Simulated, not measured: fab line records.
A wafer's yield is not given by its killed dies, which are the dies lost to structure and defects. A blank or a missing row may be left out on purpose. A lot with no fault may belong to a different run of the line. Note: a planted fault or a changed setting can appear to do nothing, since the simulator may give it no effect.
fab line records -- flow n5Finfet
record: lots: 5, wafers: 15, lastDay: 17
route steps=1938 shown BEOL_M5@1167 BEOL_M6@1194 PASSIVATION@1936
lots that met no fault: from a run of the same line without faults
startH: hours from the record's first day to the start of the lot's first wafer shown -- waitH: hours elapsed since this lot's preceding step -- " unchanged from the row above -- L1.1+2: several wafers, shown together as one row -- - no value present, or no start provided -- * or withheld: withheld -- < > ~ a bound
route shown NAME@n: NAME is a module with steps in the file, n the number in the route of the first one -- usual: the fault-free wafers' mean and standard deviation -- same: alike in all rows -- chamber/n: place in a boat -- sites: each site's reading -- _std_site: standard deviation of those values -- _edge_site: inner sites' mean taken away from outer sites' mean -- radiusMm: how far each site lies from the wafer's centre -- mask NAME#n: copy n -- behind: the tool/chamber that last shaped the wafer -- hold: why the lot was held/for how many hours/how that ended -- device: which transistor (n, p or np) failed to switch -- end of line: tests of these same wafers at the route's end -- a step given without rows: its recipe and nothing more -- killed: count of dies lost to structure and defects at first sort (not the wafer's yield) -- map: dies across one wafer; x = killed, . = not, _ = none there
set.NAME: the run value of the setting; set.NAME@STEP: its run value at that earlier step -- model.NAME: the simulator's own value behind a step, which no gauge read
lots seen at some steps along the route; tables by step, rows by wafer
services: from which hour (startH, from the record's first day; less than 0 if before it) a tool's chamber was out of use, for how many hours, and why
== steps ==
step: N5_BEOL_M5_SRD_43
recipe: timeS: 30, tempC: 23, rinseLiquid: diw, dry: ipaMarangoni
step: N5_BEOL_M5_CD_MEAS_35
recipe: targetCdNm: 28, targetCdYNm: 24, polarity: opening
usual: cdNm: 28.0/0.39
lot.wafer,tool,chamber,startH,waitH,cdNm
L408.3,cdSem-01,-,198.70,0.0,27.5
L408.4,cdSem-01,-,198.70,0.0,28.4
L408.5,cdSem-01,-,198.70,0.0,27.4
L414.2,cdSem-03,-,243.73,0.0,28.2
L414.3,cdSem-03,-,243.73,0.0,27.2
L414.6,cdSem-03,-,243.73,0.0,27.8
L416.1,cdSem-03,-,262.10,0.0,26.9
L416.3,cdSem-03,-,262.10,0.0,27.4
L416.4,cdSem-03,-,262.10,0.0,27.1
L418.1,cdSem-03,-,278.36,0.0,27.8
L418.3,cdSem-03,-,278.36,0.0,27.6
L418.6,cdSem-03,-,278.36,0.0,27.9
L423.1,cdSem-01,-,306.15,0.0,28.0
L423.4,cdSem-01,-,306.15,0.0,28.1
L423.5,cdSem-01,-,306.15,0.0,27.5
step: N5_BEOL_M5_CURE_80
recipe: tempC: 370, timeS: 120, ambient: DMADMS/He, material: SiCOH_lowk
step: N5_BEOL_M5_DEGAS_44
recipe: ambient: vacuum, tempC: 250, timeS: 60
step: N5_BEOL_M5_PRE_CLEAN_45
recipe: gas: H2/He, timeS: 30, tempC: 250
step: N5_BEOL_M5_ALD_86
recipe: material: TaN, targetThkA: *, tempC: 275, aldPrecursorFamily: PDMAT, aldCoReactant: NH3, pressureTorr: 3, carrierFlowSccm: 1500, pulseTimeS: 2, purgeTimeS: 3, coReactantPurgeTimeS: 2, coReactantPulseTimeS: 3, aldCycles: 30, precursorVesselTempC: 75, precursorVesselPressureTorr: 26.25, precursorVesselCarrierSccm: 1000
step: N5_BEOL_M5_SURFACE_TREAT_87
recipe: gas: Ar, timeS: *, ionEnergyEv: *, ionCurrentMaCm2: 0.5, pressureMtorr: *, arFlowSccm: 30
step: N5_BEOL_M5_CVD_47
recipe: material: Co, targetThkA: 30, tempC: withheld, precursor: CCTBA/H2, pressureTorr: 30, timeS: 216
step: N5_BEOL_M5_SPUTTER_48
recipe: material: Cu, targetThkA: 150, tempC: -20, chamberPressurePa: 0.07, powerW: withheld, timeS: 27.62
usual: throttleValvePct: 30.0/0.76
same: timeS: 27.62
lot.wafer,tool,chamber,startH,waitH,throttleValvePct
L408.3,pvdSputter-01,-,199.86,0.1,30.5
L408.4,pvdSputter-01,-,199.86,0.1,29.9
L408.5,pvdSputter-01,-,199.86,0.1,29.8
L414.2,pvdSputter-01,-,244.75,0.1,29.9
L414.3,pvdSputter-01,-,244.75,0.1,30.6
L414.6,pvdSputter-01,-,244.75,0.1,30.3
L416.1,pvdSputter-03,-,263.51,0.2,29.8
L416.3,pvdSputter-03,-,263.51,0.2,31.2
L416.4,pvdSputter-03,-,263.51,0.2,28.8
L418.1,pvdSputter-02,-,279.85,0.1,29.4
L418.3,pvdSputter-02,-,279.85,0.1,31.0
L418.6,pvdSputter-02,-,279.85,0.1,29.3
L423.1,pvdSputter-02,-,308.08,0.5,30.9
L423.4,pvdSputter-02,-,308.08,0.5,30.1
L423.5,pvdSputter-02,-,308.08,0.5,29.5
step: N5_BEOL_M5_ANNEAL_49
recipe: tempC: 400, timeS: 1800, ambient: vacuum
step: N5_BEOL_M5_SPUTTER_81
recipe: material: Cu, targetThkA: 150, tempC: -20, chamberPressurePa: 0.07, powerW: withheld, timeS: 27.62
step: N5_BEOL_M5_ANNEAL_82
recipe: tempC: 400, timeS: 1800, ambient: vacuum
step: N5_BEOL_M5_SPUTTER_83
recipe: material: Cu, targetThkA: 150, tempC: -20, chamberPressurePa: 0.07, powerW: withheld, timeS: 27.62
usual: throttleValvePct: 30.0/0.74
same: timeS: 27.62
lot.wafer,tool,chamber,startH,waitH,throttleValvePct
L408.3,pvdSputter-01,-,202.03,0.5,30.4
L408.4,pvdSputter-01,-,202.03,0.5,30.1
L408.5,pvdSputter-01,-,202.03,0.5,30.0
L414.2,pvdSputter-01,-,246.92,0.5,29.7
L414.3,pvdSputter-01,-,246.92,0.5,30.4
L414.6,pvdSputter-01,-,246.92,0.5,30.6
L416.1,pvdSputter-03,-,265.69,0.5,29.8
L416.3,pvdSputter-03,-,265.69,0.5,31.1
L416.4,pvdSputter-03,-,265.69,0.5,28.9
L418.1,pvdSputter-02,-,282.02,0.5,29.4
L418.3,pvdSputter-02,-,282.02,0.5,31.1
L418.6,pvdSputter-02,-,282.02,0.5,29.4
L423.1,pvdSputter-02,-,310.26,0.5,31.1
L423.4,pvdSputter-02,-,310.26,0.5,29.9
L423.5,pvdSputter-02,-,310.26,0.5,29.4
step: N5_BEOL_M5_ANNEAL_84
recipe: tempC: 400, timeS: 1800, ambient: vacuum
step: N5_BEOL_M5_SPUTTER_88
recipe: material: Cu, targetThkA: 150, tempC: -20, chamberPressurePa: 0.07, powerW: withheld, timeS: 27.62
step: N5_BEOL_M5_ANNEAL_89
recipe: tempC: 400, timeS: 1800, ambient: vacuum
step: N5_BEOL_M5_SPUTTER_90
recipe: material: Cu, targetThkA: 45, tempC: -20, chamberPressurePa: 0.07, powerW: withheld, timeS: 8.29
usual: throttleValvePct: 30.0/0.76
same: timeS: 8.29
lot.wafer,tool,chamber,startH,waitH,throttleValvePct
L408.3,pvdSputter-01,-,204.21,0.5,30.3
L408.4,pvdSputter-01,-,204.21,0.5,30.1
L408.5,pvdSputter-01,-,204.21,0.5,29.8
L414.2,pvdSputter-01,-,249.10,0.5,29.8
L414.3,pvdSputter-01,-,249.10,0.5,30.4
L414.6,pvdSputter-01,-,249.10,0.5,30.5
L416.1,pvdSputter-03,-,267.86,0.5,30.0
L416.3,pvdSputter-03,-,267.86,0.5,31.2
L416.4,pvdSputter-03,-,267.86,0.5,28.7
L418.1,pvdSputter-02,-,284.20,0.5,29.3
L418.3,pvdSputter-02,-,284.20,0.5,31.0
L418.6,pvdSputter-02,-,284.20,0.5,29.5
L423.1,pvdSputter-02,-,312.43,0.5,31.3
L423.4,pvdSputter-02,-,312.43,0.5,30.2
L423.5,pvdSputter-02,-,312.43,0.5,29.6
step: N5_BEOL_M5_ECD_50
recipe: material: Cu, targetThkA: 3000
step: N5_BEOL_M5_ANNEAL_51
recipe: tempC: 225, timeS: 90, ambient: N2
step: N5_BEOL_M5_CMP_52
recipe: stopOn: SiCOH_lowk, tOverpolishS: 6.9, downForcePsi: 1, platenRpm: 50, clearingPlatenDownForcePsi: 1.5, clearingPlatenRpm: 50, postCmpClean: cuAlkaline, targetThkNm: 62, clearingPlatenPadVelocityMS: 0.99484, padVelocityMS: 0.99484
step: N5_BEOL_M5_PRE_CLEAN_77
recipe: gas: NH3/H2, timeS: 15, tempC: *, rfPowerW: 300
step: N5_BEOL_M5_CO_CAP_78
recipe: material: Co, targetThkA: 20, tempC: 200, precursor: CCTBA/H2, pressureTorr: 30, timeS: 102.1
usual: heaterPowerW: 240/22
same: timeS: 102.1
lot.wafer,tool,chamber,startH,waitH,heaterPowerW,sinceWetCleanH
L408.3,cvdCo-02,1,205.08,0.0,215,68
L408.4,cvdCo-02,2,205.08,0.0,213,-
L408.5,cvdCo-02,1,205.08,0.0,214,-
L414.2,cvdCo-01,1,249.97,0.0,278,1229
L414.3,cvdCo-01,0,249.97,0.0,247,791
L414.6,cvdCo-01,0,249.97,0.0,249,-
L416.1,cvdCo-02,2,268.73,0.0,214,569
L416.3,cvdCo-02,1,268.73,0.0,217,132
L416.4,cvdCo-02,0,268.73,0.0,233,-
L418.1,cvdCo-02,1,285.08,0.0,210,148
L418.3,cvdCo-02,0,285.08,0.0,233,1045
L418.6,cvdCo-02,1,285.08,0.0,218,-
L423.1,cvdCo-01,1,313.36,0.0,275,1292
L423.4,cvdCo-01,1,313.36,0.0,282,-
L423.5,cvdCo-01,0,313.36,0.0,240,-
step: N5_BEOL_M5_PRE_CLEAN_55
recipe: gas: NH3, timeS: 15, tempC: withheld, rfPowerW: 300
step: N5_BEOL_M5_DEP_56
recipe: material: SiCN, targetThkA: 80, tempC: withheld, precursor: 3MS/NH3, pressureTorr: 3, rfW: 202, timeS: 14
step: N5_BEOL_M5_RS_MEAS_57
recipe: thkMeasGauge: four-point-probe, reads: Co_of_BEOL_M5_CO_CAP_78+Cu_of_BEOL_M5_ECD_50+Co_of_BEOL_M5_CVD_47+TaN_of_BEOL_M5_ALD_86
usual: M5_RS: 0.385/0.019
lot.wafer,tool,chamber,startH,waitH,M5_RS[ohm/sq]
L408.3,filmMetro-01,-,205.26,0.1,0.365
L408.4,filmMetro-01,-,205.26,0.1,0.365
L408.5,filmMetro-01,-,205.26,0.1,0.364
L414.2,filmMetro-01,-,250.15,0.1,0.348
L414.3,filmMetro-01,-,250.15,0.1,0.386
L414.6,filmMetro-01,-,250.15,0.1,0.361
L416.1,filmMetro-02,-,268.91,0.0,0.413
L416.3,filmMetro-02,-,268.91,0.0,0.384
L416.4,filmMetro-02,-,268.91,0.0,0.382
L418.1,filmMetro-01,-,285.26,0.0,0.379
L418.3,filmMetro-01,-,285.26,0.0,0.378
L418.6,filmMetro-01,-,285.26,0.0,0.395
L423.1,filmMetro-01,-,313.58,0.0,0.392
L423.4,filmMetro-01,-,313.58,0.0,0.382
L423.5,filmMetro-01,-,313.58,0.0,0.402
step: N5_BEOL_M6_ILD_DEP_00
recipe: material: SiCOH_lowk, targetThkA: 1797.5, tempC: 300, precursor: DEMS/porogen, pressureTorr: 5, rfW: 500, timeS: 33.4
step: N5_BEOL_M6_CURE_74
recipe: tempC: 385, timeS: 240, ambient: He/Ar, material: SiCOH_lowk
step: N5_BEOL_M6_THK_MEAS_01
recipe: reads: SiCOH_lowk_of_BEOL_M6_ILD_DEP_00
usual: M6_ILD_THK: 155.2/2.5
lot.wafer,tool,chamber,startH,waitH,M6_ILD_THK[nm]
L408.3,filmMetro-01,-,205.90,0.3,155.7
L408.4,filmMetro-01,-,205.90,0.3,157.9
L408.5,filmMetro-01,-,205.90,0.3,156.8
L414.2,filmMetro-02,-,251.29,0.7,152.3
L414.3,filmMetro-02,-,251.29,0.7,154.0
L414.6,filmMetro-02,-,251.29,0.7,158.8
L416.1,filmMetro-01,-,270.12,0.4,151.8
L416.3,filmMetro-01,-,270.12,0.4,155.5
L416.4,filmMetro-01,-,270.12,0.4,157.3
L418.1,filmMetro-01,-,285.90,0.4,149.0
L418.3,filmMetro-01,-,285.90,0.4,154.4
L418.6,filmMetro-01,-,285.90,0.4,158.0
L423.1,filmMetro-02,-,314.22,0.4,151.4
L423.4,filmMetro-02,-,314.22,0.4,156.4
L423.5,filmMetro-02,-,314.22,0.4,157.0
step: N5_BEOL_M6_PECVD_70
recipe: material: SiO2, targetThkA: 200, tempC: 400, precursor: TEOS/O2, pressureTorr: 5.5, rfW: 450, teosFlowSccm: 53.8, gas: O2, flowSccm: 3000, timeS: 22.7
usual: heaterPowerW: 745/72, showerheadPlenumPTorr: 8.76/0.055, throttleValvePct: 22.6/1.1
same: timeS: 22.7
lot.wafer,tool,chamber,startH,waitH,heaterPowerW,showerheadPlenumPTorr,sinceWetCleanH,throttleValvePct
L408.3,pecvd-03,0,205.96,0.1,839,8.75,-,23.7
L408.4,pecvd-03,1,205.96,0.1,855,8.69,-,24.0
L408.5,pecvd-03,0,205.96,0.1,834,8.75,-,23.6
L414.2,pecvd-04,2,251.32,0.0,804,8.86,564,21.7
L414.3,pecvd-04,0,251.32,0.0,803,8.70,1318,21.1
L414.6,pecvd-04,2,251.32,0.0,807,8.84,-,22.0
L416.1,pecvd-01,0,270.15,0.0,749,8.75,974,22.7
L416.3,pecvd-01,2,270.15,0.0,691,8.72,220,22.9
L416.4,pecvd-01,2,270.15,0.0,679,8.74,-,22.7
L418.1,pecvd-01,2,285.94,0.0,710,8.74,236,22.7
L418.3,pecvd-01,1,285.94,0.0,642,8.87,1715,21.4
L418.6,pecvd-01,1,285.94,0.0,654,8.86,-,21.3
L423.1,pecvd-03,2,314.25,0.0,775,8.81,83,21.1
L423.4,pecvd-03,2,314.25,0.0,775,8.76,-,21.0
L423.5,pecvd-03,1,314.25,0.0,850,8.70,-,23.9
step: N5_BEOL_M6_HM_DEP_02
recipe: material: TiN, targetThkA: 200, tempC: 25, chamberPressurePa: 0.49996
usual: throttleValvePct: 30.0/0.71
lot.wafer,tool,chamber,startH,waitH,throttleValvePct
L408.3,pvdSputter-03,-,207.83,1.9,29.1
L408.4,pvdSputter-03,-,207.83,1.9,28.8
L408.5,pvdSputter-03,-,207.83,1.9,31.2
L414.2,pvdSputter-01,-,252.30,1.0,30.6
L414.3,pvdSputter-01,-,252.30,1.0,30.6
L414.6,pvdSputter-01,-,252.30,1.0,29.8
L416.1,pvdSputter-01,-,271.95,1.8,30.5
L416.3,pvdSputter-01,-,271.95,1.8,30.2
L416.4,pvdSputter-01,-,271.95,1.8,30.6
L418.1,pvdSputter-02,-,287.66,1.7,29.3
L418.3,pvdSputter-02,-,287.66,1.7,30.2
L418.6,pvdSputter-02,-,287.66,1.7,29.4
L423.1,pvdSputter-01,-,316.15,1.9,29.7
L423.4,pvdSputter-01,-,316.15,1.9,29.7
L423.5,pvdSputter-01,-,316.15,1.9,30.5
step: N5_BEOL_M6_COAT_59
recipe: resist: SOC, tempC: 250, timeS: 60, spinRpm: 1500, resistThkNm: 100
step: N5_BEOL_M6_COAT_60
recipe: resist: SiARC, tempC: 220, timeS: 60, spinRpm: 1500, resistThkNm: 35
step: N5_BEOL_M6_COAT_05
recipe: resist: CAR-ArF, spinRpm: 1500, resistThkNm: 90
step: N5_BEOL_M6_EBR_07
recipe: solvent: PGMEA, ebrWidthMm: 1.5
step: N5_BEOL_M6_SOFTBAKE_06
recipe: tempC: 110, timeS: 60, resist: CAR-ArF
step: N5_BEOL_M6_EXPOSE_08
recipe: maskId: M6, na: 1.35, sourceShape: dipole, sigmaInner: 0.817, sigmaOuter: 0.97, polarization: te, doseMj: 68.25
step: N5_BEOL_M6_PEB_09
recipe: pebTempC: withheld, pebTimeS: 60, resist: CAR-ArF
step: N5_BEOL_M6_DEVELOP_10
recipe: developTimeS: 30, developer: TMAH, resist: CAR-ArF, rinseLiquid: diw, dry: airSpin, devTempC: 23
step: N5_BEOL_M6_CD_MEAS_11
recipe: targetCdNm: 38.5, landingEnergyEv: 500, detector: seInlens, polarity: opening
usual: cdNm: 38.8/0.56
lot.wafer,tool,chamber,startH,waitH,cdNm
L408.3,cdSem-02,0,208.33,-,38.8
L408.4,cdSem-02,0,208.33,-,38.7
L408.5,cdSem-02,0,208.33,-,37.8
L414.2,cdSem-02,0,252.80,-,39.1
L414.3,cdSem-02,0,252.80,-,39.7
L414.6,cdSem-02,0,252.80,-,38.8
L416.1,cdSem-01,0,272.45,-,38.8
L416.3,cdSem-01,0,272.45,-,38.4
L416.4,cdSem-01,0,272.45,-,39.0
L418.1,cdSem-02,0,288.03,-,38.4
L418.3,cdSem-02,0,288.03,-,38.5
L418.6,cdSem-02,0,288.03,-,37.4
L423.1,cdSem-01,0,316.65,-,39.3
L423.4,cdSem-01,0,316.65,-,38.7
L423.5,cdSem-01,0,316.65,-,39.2
step: N5_BEOL_M6_OVL_MEAS_12
recipe: pointsPerWafer: 44
usual: M6_OVL: 0.0/0.68
lot.wafer,tool,chamber,startH,waitH,M6_OVL[nm]
L408.3,overlay-02,0,208.36,0.0,-0.4
L408.4,overlay-02,0,208.36,0.0,-0.6
L408.5,overlay-02,0,208.36,0.0,-1.2
L414.2,overlay-02,0,252.83,0.0,-0.1
L414.3,overlay-02,0,252.83,0.0,-0.7
L414.6,overlay-02,0,252.83,0.0,0.1
L416.1,overlay-01,0,272.48,0.0,0.3
L416.3,overlay-01,0,272.48,0.0,0.1
L416.4,overlay-01,0,272.48,0.0,-0.5
L418.1,overlay-01,0,288.07,0.0,-0.1
L418.3,overlay-01,0,288.07,0.0,-1.1
L418.6,overlay-01,0,288.07,0.0,0.7
L423.1,overlay-01,0,316.68,0.0,0.5
L423.4,overlay-01,0,316.68,0.0,1.9
L423.5,overlay-01,0,316.68,0.0,1.0
step: N5_PASSIVATION_PROBE_49
usual: defectLimitedYield: 91.0/1.4, killed_at_M0_to_M3: 34/10, killed_at_M4_up: 15/5.5, killedAtContacts: 12/6.1, killedAtFrontEnd: 41/12, killedAtOther: 4/3.4, killedDies: 106/17, killedOnRim: 14/4, killedOpen: 70/13, killedShort: 34/7.4, sort_bin_5_function: 5.3/1, sort_bin_6_memory: 3.4/0.69, sort_bin_8_speed: 0.03/0.22, sortNPass: 1073/17, sortYieldPct: 91.0/1.4
same: grossDies: 1180, killedAtBackSide: 0, sort_bin_4_leakage[%]: 0
lot.wafer,tool,chamber,startH,waitH,defectLimitedYield[%],killed_at_M0_to_M3,killed_at_M4_up,killedAtContacts,killedAtFrontEnd,killedAtOther,killedDies,killedOnRim,killedOpen,killedShort,sort_bin_5_function[%],sort_bin_6_memory[%],sort_bin_8_speed[%],sortNPass,sortYieldPct[%]
L408.3,prober-02,-,295.31,0.1,89.6,54,17,9,38,5,123,18,80,40,6.1,4.0,0,1057,89.6
L408.4,prober-02,-,295.36,0.2,88.6,44,16,13,60,2,135,19,83,46,5.8,4.8,0,1045,88.6
L408.5,prober-02,-,295.41,0.2,91.5,39,10,13,33,5,100,12,67,32,5.1,3.2,0,1080,91.5
L414.2,prober-02,-,346.87,0.1,88.3,40,8,28,52,10,138,17,84,46,7.5,3.2,0,1042,88.3
L414.3,prober-02,-,346.92,0.1,89.7,17,25,26,48,6,122,16,81,37,6.2,3.7,0,1058,89.7
L414.6,prober-02,-,347.07,0.3,94.6,13,14,13,24,0,64,7,41,19,2.7,2.3,0,1116,94.6
L416.1,prober-01,-,373.32,0.0,89.2,50,19,15,43,1,128,16,97,30,5.7,4.9,0.08,1051,89.1
L416.3,prober-01,-,373.42,0.1,90.7,27,16,18,48,1,110,19,79,29,5.4,3.6,0,1070,90.7
L416.4,prober-01,-,373.47,0.2,88.0,45,13,15,68,1,142,25,109,29,8.2,3.4,0,1038,88.0
L418.1,prober-01,-,379.96,0.0,92.2,40,7,4,39,2,92,14,62,30,4.1,3.4,0,1088,92.2
L418.3,prober-01,-,380.06,0.1,89.6,52,10,4,53,4,123,19,76,47,6.2,4.0,0,1057,89.6
L418.6,prober-01,-,380.21,0.3,89.2,47,15,2,60,3,127,17,81,45,7.0,3.3,0,1053,89.2
L423.1,prober-01,-,409.45,0.0,90.4,43,16,19,30,5,113,15,82,26,5.3,4.2,0,1067,90.4
L423.4,prober-01,-,409.60,0.2,90.4,35,25,22,28,3,113,14,63,43,5.5,3.4,0,1067,90.4
L423.5,prober-01,-,409.65,0.2,84.5,37,77,19,39,11,183,31,80,39,10.5,4.0,0,997,84.5
killed by level:class
L408.3 BEOL_M3:geometricParticle:open=14 BEOL_M0_SAQP:geometricParticle:short=12 BEOL_M1:geometricParticle:open=11 BEOL_M0_SAQP:geometricParticle:open=9 BEOL_M4:geometricParticle:open=9 STI_FIN_REVEAL:geometricParticle:open=8 MOL_CONTACT_COAG:geometricParticle:open=6 FIN_SAQP:geometricParticle:open=5
L408.4 STI_FIN_REVEAL:geometricParticle:open=15 BEOL_M0_SAQP:geometricParticle:short=13 DUMMY_GATE:geometricParticle:open=10 MOL_CONTACT_COAG:geometricParticle:open=9 GATE_CUT:geometricParticle:short=8 BEOL_M0_SAQP:geometricParticle:open=8 BEOL_M1:geometricParticle:open=7 BEOL_M4:geometricParticle:open=7
L408.5 BEOL_M0_SAQP:geometricParticle:open=14 BEOL_M0_SAQP:geometricParticle:short=12 MOL_CONTACT_COAG:geometricParticle:open=9 STI_FIN_REVEAL:geometricParticle:open=8 DUMMY_GATE:geometricParticle:open=6 BEOL_M2:geometricParticle:open=5 MOL_CONTACT_COAG:geometricParticle:short=4 BEOL_M4:geometricParticle:open=4
L414.2 MOL_CONTACT_COAG:geometricParticle:open=23 BEOL_M3:geometricParticle:open=12 BEOL_M0_SAQP:geometricParticle:short=7 FIN_SAQP:geometricParticle:open=6 DUMMY_GATE:geometricParticle:open=6 GATE_CUT:geometricParticle:short=6 HKMG_FIN:areaEtch=6 MOL_CONTACT_COAG:geometricParticle:short=5
L414.3 MOL_CONTACT_COAG:geometricParticle:open=22 BEOL_M3:geometricParticle:open=9 FIN_SAQP:geometricParticle:open=8 DUMMY_GATE:geometricParticle:open=8 GATE_CUT:geometricParticle:short=8 BEOL_M4:geometricParticle:open=6 BEOL_M5:geometricParticle:open=5 MOL_CONTACT_COAG:geometricParticle:short=4
L414.6 MOL_CONTACT_COAG:geometricParticle:open=10 DUMMY_GATE:geometricParticle:open=8 BEOL_M4:geometricParticle:open=6 MOL_CONTACT_COAG:geometricParticle:short=3 BEOL_M1:geometricParticle:open=3 BEOL_M6:geometricParticle:open=3 STARTING-WAFER:geometricParticle:short=3 HKMG_FIN:areaEtch=3
L416.1 FIN_SAQP:geometricParticle:open=15 STI_FIN_REVEAL:geometricParticle:open=13 MOL_CONTACT_COAG:geometricParticle:open=13 BEOL_M2:geometricParticle:open=12 BEOL_M4:geometricParticle:open=11 BEOL_M3:geometricParticle:open=10 BEOL_M0_SAQP:geometricParticle:short=6 BEOL_M0:geometricParticle:open=6
L416.3 STI_FIN_REVEAL:geometricParticle:open=18 FIN_SAQP:geometricParticle:open=16 MOL_CONTACT_COAG:geometricParticle:open=13 BEOL_M4:geometricParticle:open=10 BEOL_M1:geometricParticle:open=6 FIN_SAQP:geometricParticle:short=5 BEOL_M1:geometricParticle:short=5 BEOL_M3:geometricParticle:open=5
L416.4 STI_FIN_REVEAL:geometricParticle:open=27 BEOL_M3:geometricParticle:open=22 FIN_SAQP:geometricParticle:open=19 MOL_CONTACT_COAG:geometricParticle:open=12 BEOL_M4:geometricParticle:open=12 FIN_SAQP:geometricParticle:short=5 STI_FIN_REVEAL:geometricParticle:short=5 MOL_CONTACT_COAG:geometricParticle:short=3
L418.1 STI_FIN_REVEAL:geometricParticle:open=13 BEOL_M0_SAQP:geometricParticle:short=10 BEOL_M0_SAQP:geometricParticle:open=9 FIN_SAQP:geometricParticle:open=7 BEOL_M2:geometricParticle:open=7 BEOL_M1:geometricParticle:open=5 FIN_SAQP:geometricParticle:short=4 FIN_CUT:geometricParticle:open=2
L418.3 FIN_SAQP:geometricParticle:short=16 FIN_SAQP:geometricParticle:open=13 BEOL_M2:geometricParticle:open=13 BEOL_M0_SAQP:geometricParticle:short=10 BEOL_M3:geometricParticle:open=9 BEOL_M0_SAQP:geometricParticle:open=8 BEOL_M1:geometricParticle:open=7 STI_FIN_REVEAL:geometricParticle:open=5
L418.6 FIN_SAQP:geometricParticle:short=17 FIN_SAQP:geometricParticle:open=16 BEOL_M0_SAQP:geometricParticle:short=13 BEOL_M0_SAQP:geometricParticle:open=12 STI_FIN_REVEAL:geometricParticle:open=9 BEOL_M1:geometricParticle:open=7 BEOL_M2:geometricParticle:open=6 BEOL_M4:geometricParticle:open=6
L423.1 MOL_CONTACT_COAG:geometricParticle:open=18 BEOL_M4:geometricParticle:open=12 BEOL_M0_SAQP:geometricParticle:open=10 BEOL_M3:geometricParticle:open=7 BEOL_M0:geometricParticle:open=7 BEOL_M1:geometricParticle:open=7 STI_FIN_REVEAL:geometricParticle:open=6 GATE_CUT:geometricParticle:short=5
L423.4 BEOL_M0_SAQP:geometricParticle:short=19 MOL_CONTACT_COAG:geometricParticle:open=18 BEOL_M0_SAQP:geometricParticle:open=12 BEOL_M4:geometricParticle:open=8 STI_FIN_REVEAL:geometricParticle:open=4 MOL_CONTACT_COAG:geometricParticle:short=4 BEOL_M4:geometricParticle:short=4 BEOL_M8:geometricParticle:open=4
L423.5 BEOL_M5:unspecified=58 STI_FIN_REVEAL:geometricParticle:open=18 MOL_CONTACT_COAG:geometricParticle:open=12 BEOL_M0_SAQP:geometricParticle:short=11 BEOL_M4:geometricParticle:open=10 BEOL_M0_SAQP:geometricParticle:open=9 BEOL_M3:geometricParticle:open=7 MOL_CONTACT_COAG:geometricParticle:short=7
map L423.5 (x killed, . not)
_________________.x..........________________
______________x....x.........xx._____________
___________.............x.....xxxxx__________
__________...........x..x....xxxxxxx_________
________..x..........x.x..x.xxxxxxxxxx_______
_______................x......xxxxxxxxx______
______x..x..........x.......xxxxxxx.xxxx_____
_____x...........x............xxxxxxx.xx.____
____....x....................xxx..xxxx.x..___
___............x.x...............x.....xx..__
___......x.....xx...x...............x......__
__..x.x...x.........................x....x.x_
__...x......................................_
_........x.x....xx.............x......x.x....
_.....x...x.....x..x...................x..x..
_.....x.......x...x.................x...x.x..
_....xx.x.......x.......x............x...xx..
_....x......x.....................x.......x.x
_................................x........x..
_...................x...x.........x..........
_.............................x....x......x..
__x.........x....x...xx....................._
__.xx.................................x.x..._
___...x........x.......x.x.x...x.x.........__
___..............x.........x......x........__
____.....x............xx.x........x.......___
_____............x.xxx....x..............____
______...x...x...x.............x........_____
_______....x.....x..x...x............x.______
________...................x...x......_______
__________.x.......................x_________
___________..x....x.......x........__________
______________....x...........xx_____________
_________________............________________
map L418.6 (x killed, . not)
_________________........x...________________
______________......x..........._____________
___________.........x....x....x....__________
__________..x.........x............._________
________..x...........x....x........x._______
_______.....x...x......x.......x.....x.______
______...x......x.....x................x_____
_____..x...........x...................x.____
____..x.......x...x...x..........x......x.___
___.x.....xx...x..........x...............x__
___...........x..xx.x.....x..x..x.x..x.....__
__...................x..x.....x....x........_
__........x......x..........x....x.........._
_.......x....xx....................x.x.......
_.....x...............................x......
_.....x....x.................................
_........................x..x..........x...x.
_.......x..........x.....x................x..
_....x....x....x..x.....x..x...x..........x..
_....................x......x.........x......
_x................................x.....x.xx.
__...x.x............x...x...........x...x..._
__........x..x.............................._
___.....x....................x.....x....x..__
___.....................................x..__
____...x...x..........x.......xx..........___
_____x.x..........xx..x.x......x....x....____
______.......x......x.................x._____
_______........x........x..............______
________x....x..................x....._______
__________.....................x.x.x_________
___________x...x...................__________
______________.....x....x......._____________
_________________x...........________________
== services ==
tool,chamber,startH,hours,kind
pvdSputter-03,-,178.82,0.5,repair
pecvd-04,2,181.41,1.9,repair
pecvd-03,2,202.38,-,clean
pecvd-03,2,202.38,-,consumableReplace:showerhead
pecvd-03,2,202.38,29.0,scheduledDown
pecvd-03,2,202.38,29.0,ventCycle
pecvd-01,-,208.46,3.3,repair
cvdCo-02,1,228.63,1.9,repair
pecvd-01,1,258.34,2.1,scheduledDown
pecvd-04,0,279.23,9.4,repair
pecvd-04,0,293.77,5.5,scheduledDown
cvdCo-01,1,295.93,16.3,repair
pecvd-01,1,296.34,4.4,repair
cvdCo-01,2,307.11,15.0,repair
pecvd-04,-,309.12,3.2,repair
== key ==
firstSign: step: N5_PASSIVATION_PROBE_49, reading: killed_at_M4_up, direction: up, sigmas: 11, usual: 15, struck: 77
effect: step: N5_PASSIVATION_PROBE_49, reading: defectLimitedYield, direction: down, sigmas: 4.5, usual: 91.0, struck: 84.5
moreKillsBornAt: N5_BEOL_M5_SPUTTER_83@pvdSputter-02: 58
metAt N5_BEOL_M5_SPUTTER_83
struckWafers L423.5
onsetBetween 282.02 310.26
fault: kind: chamberParticleSource, tool: pvdSputter-02, chamber: -, onsetH: 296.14, steps: N5_BEOL_M5_SPUTTER_83, ratePerVisitCm2: 0.47245, endH: 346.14, scope: struckWafersOnly
